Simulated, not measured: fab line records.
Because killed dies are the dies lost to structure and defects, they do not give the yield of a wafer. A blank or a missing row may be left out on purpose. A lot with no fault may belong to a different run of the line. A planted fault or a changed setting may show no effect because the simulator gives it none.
Struck lot and sound lot, side by side :: flow n5 finfet :: 38 steps out of a route of 1938
Sound: wafers L346.1, L346.5, L346.6. Struck: wafer L344.5. (L344.4, L344.6 of the same lot were not struck and are left out.) The cause comes at the end.
Per side, at each step with rows, come the tool, then ch with its chambers, and then its first start. Under that, the readings that differ: sound wafers :: struck wafers :: difference of the means :: sigmas: that difference in standard deviations of wafers without a fault.
alike: same words and numbers on both sides, and readings whose means sit less than 2 such deviations apart. not compared: any withheld reading, any reading some wafer has no value for, any bound like >300 that may hide the same value, and any number with overlapping values for which the record gives no deviation.
The two part at a step that has a row with sigmas, a row that says differs or no value, or rows on one side only. Non-overlapping numbers with no deviation appear without sigmas and do not part them. Lack of a reading on every wafer of one side parts them only where that side has two or more wafers.

first, 9 steps without rows for these wafers: N5_BEOL_M6_DESCUM_33 (chemistry O2, time 7 s); N5_BEOL_M6_ETCH_72 (etches underlayer in N2/H2, target depth 6.5 nm, time 5.2 s); N5_BEOL_M6_ETCH_65 (etches SiARC in CF4, target depth 15.6 nm, time 26 s); N5_BEOL_M6_ETCH_66 (etches SOC in N2/H2, target depth 80 nm, overetch 16 nm, time 120 s); N5_BEOL_M6_STRIP_69 (strips in N2/H2); N5_BEOL_M6_STRIP_73 (strips in N2/H2); N5_BEOL_M6_VIA_ETCH_34 (etches SiCOH lowk in C4F6/O2, target depth 126.3 nm, time 50.9 s); N5_BEOL_M6_STRIP_76 (strips in C4F6/O2); N5_BEOL_M6_STRIP_36 (strips in N2/H2).
N5_BEOL_M6_TRENCH_ETCH_37: etches SiCOH lowk in C4F6/O2, target depth 94.435 nm, time 31.5 s.
  sound on rie diel-05 ch 1,3, day 14 12:07; struck on rie diel-06 ch 2, day 12 20:58
reading: mfc ar sccm (sccm)
sound: 299.8 300.0 299.8
struck: 301.8
difference: +1.9
sigmas: +2

reading: oes product au (a.u.)
sound: 0.90 0.88 0.90
struck: 1.22
difference: +0.33
sigmas: +4

reading: throttle valve pct (%)
sound: 20.79 21.15 20.79
struck: 20.30
difference: -0.61
sigmas: -2

reading: model.BEOL_M6.feature depth nm (nm)
sound: 98.2 97.2 98.2
struck: 139.4
difference: +41.5
sigmas: 

reading: model.etch.depth nm (nm)
sound: 98.18 97.11 98.23
struck: 139.3
difference: +41.5
sigmas: 

reading: model.TiN_of_BEOL_M6_HM_DEP_02.thk nm (nm)
sound: 17.4 17.2 17.2
struck: 16
difference: -1
sigmas: 
  alike: O2_flow_sccm, drypump motor current A, rf vpp V, showerhead plenum p Torr
  not compared: rf hours counter h
then, 2 steps without rows for these wafers: N5_BEOL_M6_ETCH_41 (etches SiCN in CH3F/O2, target depth 29.7 nm, time 52 s); N5_BEOL_M6_STRIP_80 (strips in N2/H2, time 10 s).
N5_BEOL_M6_OCD_MEAS_38:
  sound on ocd-02 at day 14 12:16; struck on ocd-02 at day 12 21:07
reading: trench depth nm (nm)
sound: 98.0 97.5 97.9
struck: 139.2
difference: +41.4
sigmas: +23
then, 13 steps without rows for these wafers: N5_BEOL_M6_HM_STRIP_39 (strips TiN in peroxide tin strip, target depth 25 nm, time 158 s); N5_BEOL_M6_SRD_40 (time 30 s); N5_BEOL_M6_PRECLEAN_42 (cleans in residue remover, time 60 s); N5_BEOL_M6_SRD_43 (time 30 s); N5_BEOL_M6_CURE_75 (cures SiCOH lowk, time 120 s); N5_BEOL_M6_DEGAS_44 (time 60 s); N5_BEOL_M6_PRE_CLEAN_45 (time 30 s); N5_BEOL_M6_ALD_77 (deposits TaN, target thk 2 nm, pulse time 2 s, purge time 3 s); N5_BEOL_M6_SURFACE_TREAT_79; N5_BEOL_M6_CVD_78 (deposits Co from CCTBA/H2, target thk 2 nm, time 142.3 s); N5_BEOL_M6_SPUTTER_48 (material Cu, target thk 10 nm, time 1.667 s); N5_BEOL_M6_ECD_50 (material Cu, target thk 300 nm); N5_BEOL_M6_ANNEAL_51 (time 90 s).
N5_BEOL_M6_CMP_52: polishes, stops on SiCOH lowk, t overpolish 6.9 s, target thk 80 nm.
  sound on cmp-02 ch 0,1,3, day 14 14:53; struck on cmp-02 ch 1, day 13 01:11
reading: model.Cu_of_BEOL_M6_ECD_50.thk nm (nm)
sound: 84.8 83.4 83.4
struck: 123.6
difference: +39.7
sigmas: 
  alike: clearing platen rpm, motor current A, slurry filter dp kPa
N5_BEOL_M6_THK_MEAS_53: measures by xrf.
  sound on film metro-01 at day 14 15:07; struck on film metro-01 at day 13 01:25
reading: M6_THK (nm)
sound: 84.5 82.6 82.2
struck: 124.9
difference: +41.8
sigmas: +22
then, 2 steps without rows for these wafers: N5_BEOL_M6_PRE_CLEAN_55 (time 15 s); N5_BEOL_M6_DEP_56 (deposits SiCN from 3MS/NH3, target thk 10 nm, time 17.5 s).
N5_BEOL_M6_RS_MEAS_57: measures by four-point-probe.
  sound on film metro-01 at day 14 15:14; struck on film metro-02 at day 13 01:32
reading: M6_RS (ohm/sq)
sound: 0.267 0.273 0.273
struck: 0.174
difference: -0.097
sigmas: -12
then, 5 steps without rows for these wafers: N5_BEOL_M7_ILD_DEP_00 (deposits SiCOH lowk from DEMS/porogen, target thk 179.75 nm, time 33.4 s); N5_BEOL_M7_CURE_74 (cures SiCOH lowk, time 240 s); N5_BEOL_M7_PECVD_70 (deposits SiO2 from TEOS/O2, target thk 20 nm, time 22.7 s); N5_BEOL_M7_HM_DEP_02 (deposits TiN, target thk 20 nm); N5_BEOL_M7_COAT_59 (time 60 s, resist thk 100 nm).
-- here the record skips 3 days between the struck wafers' starts before and after, leaving off in module BEOL_M7 and picking up in module BEOL_M15 (first step shown: number 1830 of the route) --
N5_BEOL_M15_RC_MEAS_101:
  sound on prober-01 ch 0, day 17 10:48; struck on prober-02 ch 0, day 15 19:37
reading: COMB_M11 (S/m)
sound: 1.26e-11 8.9e-12 1.19e-11
struck: 2.03e-11
difference: +9.17e-12
sigmas: +3

reading: COMB_M13 (S/m)
sound: 3.5e-12 5.1e-12 3.9e-12
struck: 7.2e-12
difference: +3.0e-12
sigmas: +3

reading: COMB_M9 (S/m)
sound: 1.28e-11 1.1e-11 9.1e-12
struck: 2.01e-11
difference: +9.13e-12
sigmas: +3

reading: SERP_M6 (ohm/um)
sound: 13.0 12.6 13.3
struck: 8.8
difference: -4.2
sigmas: -8

reading: SERP_M6_max_site (ohm/um)
sound: 13.8 13.4 14.5
struck: 9.0
difference: -4.9
sigmas: -8
  alike: etest temp c, COMB_M10, COMB_M12, COMB_M12_max_site, COMB_M13_max_site, COMB_M14, COMB_M15, COMB_M5, COMB_M7, COMB_M8, SERP_M10, SERP_M11, SERP_M11_max_site, SERP_M12, SERP_M12_max_site, SERP_M13, SERP_M14, SERP_M5, SERP_M7, SERP_M8, SERP_M8_max_site, SERP_M9
N5_PASSIVATION_PROBE_49:
  sound on prober-02 at day 18 01:12; struck on prober-02 at day 16 09:50
  alike: defect limited yield, killed_at_M0_to_M3, killed_at_M4_up, killed at contacts, killed at front end, killed at other, killed dies, killed open, killed short, sort_bin_5_function, sort_bin_6_memory, sort n pass, sort yield pct

== WHERE THEY PART ==
Earliest at N5_BEOL_M6_TRENCH_ETCH_37; latest, in this record, at N5_BEOL_M15_RC_MEAS_101. Later steps at which nothing parts them and some readings are alike: N5_PASSIVATION_PROBE_49.

WHY: what had been put in by the simulator
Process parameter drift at N5_BEOL_M6_TRENCH_ETCH_37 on rie diel-06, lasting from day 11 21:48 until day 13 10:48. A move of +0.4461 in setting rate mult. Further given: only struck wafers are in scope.
